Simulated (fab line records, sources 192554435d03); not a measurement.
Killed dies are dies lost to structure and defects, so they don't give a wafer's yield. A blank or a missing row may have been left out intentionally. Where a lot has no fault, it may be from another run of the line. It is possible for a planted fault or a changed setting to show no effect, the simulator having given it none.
Split-lot trial | flow n5-finfet | 21 wafers read across 7 lots, on a route 1938 steps long

== THE SPLIT ==
At N5_WELL_APT_PEB_06 (peb time 90 s), the setting peb-temp-c was moved away from the recipe's 130 C on 9 of the 21 wafers read, by -2.7% to +2.4%. All remaining wafers had this setting at the recipe value.

== FROM THE SPLIT TO THE READING: what the file shows between them, 2 steps ==
- N5_WELL_APT_DEVELOP_07: develop time 45 s
- N5_WELL_APT_HARDBAKE_12: time 120 s

== THE READING ==
cd-nm, in nm, at N5_WELL_APT_CD_MEAS_08 (target cd 200 nm). Fault-free wafers of this fab line usually give 200.5 nm, standard deviation 2.4 nm.

wafer  | tool, chamber at the split | peb-temp-c as run, C | against the recipe | cd-nm, nm | against lot-mates on the recipe
L082.4 | litho-track-05, 0          | 126.9                | -2.4%              | 187.7     | -12.2
L082.5 | litho-track-05, 0          | 126.9                | -2.4%              | 186.1     | -13.8
L082.6 | litho-track-05, 0          | 130                  | recipe             | 199.9     | -
L088.2 | litho-track-01, 0          | 130                  | recipe             | 198.5     | -
L088.3 | litho-track-01, 0          | 130                  | recipe             | 201.0     | -
L088.5 | litho-track-01, 0          | 130                  | recipe             | 203.9     | -
L090.2 | litho-track-05, 0          | 130                  | recipe             | 200.0     | -
L090.4 | litho-track-05, 0          | 132.9                | +2.2%              | 215.9     | +14.3
L090.6 | litho-track-05, 0          | 130                  | recipe             | 203.2     | -
L091.1 | litho-track-05, 0          | 130                  | recipe             | 201.6     | -
L091.4 | litho-track-05, 0          | 132.6                | +2.0%              | 213.9     | +12.3
L091.6 | litho-track-05, 0          | 132.6                | +2.0%              | 212.8     | +11.2
L092.3 | litho-track-01, 0          | 130                  | recipe             | 198.9     | -
L092.4 | litho-track-01, 0          | 130                  | recipe             | 199.4     | -
L092.6 | litho-track-01, 0          | 130                  | recipe             | 203.2     | -
L095.1 | litho-track-01, 0          | 133.1                | +2.4%              | 216.2     | +14.5
L095.2 | litho-track-01, 0          | 133.1                | +2.4%              | 216.3     | +14.6
L095.5 | litho-track-01, 0          | 130                  | recipe             | 201.7     | -
L096.1 | litho-track-05, 0          | 130                  | recipe             | 202.2     | -
L096.3 | litho-track-05, 0          | 126.5                | -2.7%              | 182.5     | -19.7
L096.5 | litho-track-05, 0          | 126.5                | -2.7%              | 186.5     | -15.7

THE FIT
A straight line over all 21 wafers: cd-nm changes by +6.2 nm for each +1% of peb-temp-c; r = +0.99; the points scatter about the line by 1.6 nm.
The same after taking each lot's own level away (the mean of its wafers on the recipe; 21 wafers): +6.09 nm for each +1%; r = +0.99; scatter 1.6 nm.
That fit puts the effect of the largest move of peb-temp-c on the reading at 16 nm.
The lots' own levels span 199.90 to 202.20 nm, that is 1.0 times the standard deviation above.
Consequently the slope shifts little with the lot-to-lot level, the two slopes agreeing.
Check: with one of the wafers moved furthest among these (-2.7%) left out of the fit, the line predicts -15.6 nm for it against its lot-mates. It came out at -19.7 nm against them.

== THE OTHER SPLITS THESE WAFERS WENT THROUGH ==
Before the reading, these wafers also passed through other splits. Each is held against what the fit with the lots' levels taken away leaves over:
other split on the same wafers | wafers away from the commonest value | r with cd-nm (lot level and that fit taken away)
N5_WELL_APT_COAT_02 spin-rpm   | 10                                   | +0.08

== THE WHOLE CHAIN: every reading that the file lists as answering this split, in the file's order ==
step                   | what it does             | reading                                                         | change (the file's fit)              | r (the file's)
N5_WELL_APT_CD_MEAS_08 | target cd 200 nm         | cd-nm                                                           | +6.11 nm for each +1% of the setting | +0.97
N5_WELL_APT_DESCUM_13  | chemistry O2, time 7.9 s | WELL_APT.cd-nm (the simulator's own value, which no gauge read) | +6.15 nm for each +1% of the setting | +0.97

== THE FILE'S OWN FIT ==
cd-nm changes by +6.11 nm for each +1% of peb-temp-c, r = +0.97.
